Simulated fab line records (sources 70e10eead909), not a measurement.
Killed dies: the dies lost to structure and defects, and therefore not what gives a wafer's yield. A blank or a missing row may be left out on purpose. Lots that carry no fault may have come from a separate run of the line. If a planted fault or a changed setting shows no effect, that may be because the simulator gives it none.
Struck lot and sound lot, side by side + flow nand-harc + 42 steps out of a route of 1159
Sound: wafers L353.2, L353.5, L353.6. Wafers L368.2, L368.5, L368.6 were the ones struck. The cause comes at the end.
At each step with rows: each side's tool, then ch and its chambers, then its first start. Under that, the readings that differ: sound wafers + struck wafers + difference of the means + sigmas: that difference in standard deviations of wafers without a fault.
alike: readings with means less than 2 such deviations apart, plus words and numbers identical on both sides. not compared: withheld readings, readings lacking a value on some wafer, bounds such as >300 that could conceal the same value, and numbers that have no deviation in the record and whose values overlap.
The two part at a step that has a row with sigmas, a row that says differs or no value, or rows on one side only. Numbers that don't overlap but have no deviation are shown without sigmas and don't part them. A reading missing from all wafers of one side parts the sides only when that side holds two or more wafers.

first, 8 steps without rows for these wafers: NHARC_A_CONTACT_ETCH_75 (etches the open film in CF4, target depth 39 nm, time 65 s); NHARC_A_CONTACT_ETCH_76 (etches the open film in N2/H2, target depth 260 nm, time 475.3 s); NHARC_A_CONTACT_ETCH_77 (etches the open film in CF4/CHF3, target depth 72.6 nm, time 36.3 s); NHARC_A_CONTACT_ETCH_78 (etches the open film in O2/COS, target depth 2800 nm, time 728 s); NHARC_A_CONTACT_ETCH_124 (etches the open film in C4F8/O2/Ar, time 140 s, target depth 700 nm); NHARC_A_CONTACT_ETCH_125 (etches the open film in C4F8/O2/Ar, time 155 s, target depth 956 nm); NHARC_A_CONTACT_ETCH_126 (etches the open film in C4F8/O2/Ar, time 155 s, target depth 956 nm); NHARC_A_CONTACT_ETCH_127 (etches the open film in C4F8/O2/Ar, time 155 s, target depth 956 nm).
NHARC_A_CONTACT_ETCH_128: etches the open film in C4F8/O2/Ar, time 155 s, target depth 956 nm.
  sound on har-cap-etch-03 ch 0,1, day 17 04:16; struck on har-cap-etch-03 ch 0,1, day 21 12:37
  not compared: rf-hours-counter-h
then, 3 steps without rows for these wafers: NHARC_A_CONTACT_ETCH_129 (etches the open film in C4F8/O2/Ar, time 155 s, target depth 956 nm); NHARC_A_CONTACT_ETCH_130 (etches the open film in C4F8/O2/Ar, time 155 s, target depth 956 nm); NHARC_A_CONTACT_ETCH_131 (etches the open film in C4F8/O2/Ar, time 155 s, target depth 956 nm).
NHARC_A_CONTACT_ETCH_132: etches the open film in C4F8/O2/Ar, time 156 s, target depth 958 nm.
  sound on har-cap-etch-03 ch 0,1, day 17 04:49; struck on har-cap-etch-03 ch 0,1, day 21 13:11
  not compared: rf-hours-counter-h
then, 3 steps without rows for these wafers: NHARC_A_CONTACT_ETCH_133 (etches the open film in C4F8/O2/Ar, time 195 s, target depth 840 nm); NHARC_A_CONTACT_ETCH_91 (etches the open film in CH3F/O2, target depth 40 nm, time 85.7 s); NHARC_A_CONTACT_ETCH_97 (etches the open film in C4F6/O2, target depth 20 nm, time 10 s).
NHARC_A_CONTACT_CD_MEAS_80:
  sound: cd-sem-01 at day 17 05:44; struck: cd-sem-03 at day 21 14:07
  alike: cd-nm
then, 3 steps without rows for these wafers: NHARC_A_CONTACT_STRIP_103 (strips in N2/H2); NHARC_A_CONTACT_STRIP_104 (strips in CF4/CHF3); NHARC_A_CONTACT_STRIP_105 (strips in O2/COS).
NHARC_A_CONTACT_ETCH_106: etches the open film in CF4/O2, target depth 60 nm, overetch 6 nm, time 33 s.
  sound on rie-diel-11 ch 0,1,3, day 17 06:02; struck on rie-diel-11 ch 1,2, day 21 14:28
  alike: drypump-motor-current-A, mfc-ar-sccm, oes_ar_750_au, oes_f_703_au, oes-product-au, rf-vpp-V, showerhead-plenum-p-Torr, throttle-valve-pct
  not compared: rf-hours-counter-h
then, 14 steps without rows for these wafers: NHARC_A_CONTACT_STRIP_82 (strips in O2); NHARC_A_CONTACT_STRIP_83 (strips in post etch residue remover, time 600 s); NHARC_A_CONTACT_DEP_84 (deposits aC, target thk 2000 nm); NHARC_A_CONTACT_DEP_85 (deposits SiON, target thk 50 nm); NHARC_A_CONTACT_DEHYDRATE_00 (time 120 s); NHARC_A_CONTACT_HMDS_01 (time 30 s); NHARC_A_CONTACT_COAT_86 (time 75 s); NHARC_A_CONTACT_COAT_87 (time 65 s); NHARC_A_CONTACT_COAT_02 (resist thk 90 nm); NHARC_A_CONTACT_SOFTBAKE_03 (time 55 s); NHARC_A_CONTACT_EBR_04; NHARC_A_CONTACT_EXPOSE_05 (exposes mask A CC); NHARC_A_CONTACT_PEB_06 (peb time 65 s); NHARC_A_CONTACT_DEVELOP_07 (develop time 35 s).
NHARC_A_CONTACT_CD_MEAS_08 targets a cd of 100 nm.
  sound on cd-sem-01 ch 0, day 17 08:40; struck on cd-sem-03 ch 0, day 21 17:27
  alike: cd-nm
NHARC_A_CONTACT_OVL_MEAS_09:
  sound: overlay-01 at day 17 08:46; struck: overlay-02 at day 21 17:32
  alike: overlay-x-nm, overlay-y-nm
NHARC_A_CONTACT_DESCUM_13: chemistry O2, time 3 s.
  sound on rie-diel-11 ch 2,3, day 17 08:52; struck on rie-diel-09 ch 0,1, day 21 17:49
  alike: drypump-motor-current-A, mfc-ar-sccm, oes-product-au, rf-vpp-V, showerhead-plenum-p-Torr, throttle-valve-pct
  not compared: rf-hours-counter-h
NHARC_A_CONTACT_ETCH_88: etches the open film in CF4, target depth 39 nm, time 65 s.
  sound on rie-diel-11 ch 0,1, day 17 08:57; struck on rie-diel-09 ch 2,3, day 21 18:08
  alike: drypump-motor-current-A, mfc-ar-sccm, oes-product-au, rf-vpp-V, showerhead-plenum-p-Torr, throttle-valve-pct
  not compared: rf-hours-counter-h
NHARC_A_CONTACT_ETCH_89: etches the open film in N2/H2, target depth 260 nm, time 475.3 s.
  sound: rie-diel-11 ch 0,2,3; struck: rie-diel-09 ch 2,3
  alike: drypump-motor-current-A, mfc-ar-sccm, oes-product-au, rf-vpp-V, showerhead-plenum-p-Torr, throttle-valve-pct
  not compared: rf-hours-counter-h
then, 1 step without rows for these wafers: NHARC_A_CONTACT_ETCH_30 (etches the open film in CF4/CHF3, target depth 60.5 nm, time 30.2 s).
-- break in the record here, with 2 days between the starts of the struck wafers on either side (left off in module A_CONTACT, picked up again in module END, where the first step shown is number 1159 on the route) --
NHARC_END_SORT_01:
  at this point the record logs the struck wafers (prober-02 ch 0, day 24 03:25) and has no rows for the sound ones

## WHERE THEY PART
NHARC_END_SORT_01 only, going by this record.

WHY: what the simulator had put in
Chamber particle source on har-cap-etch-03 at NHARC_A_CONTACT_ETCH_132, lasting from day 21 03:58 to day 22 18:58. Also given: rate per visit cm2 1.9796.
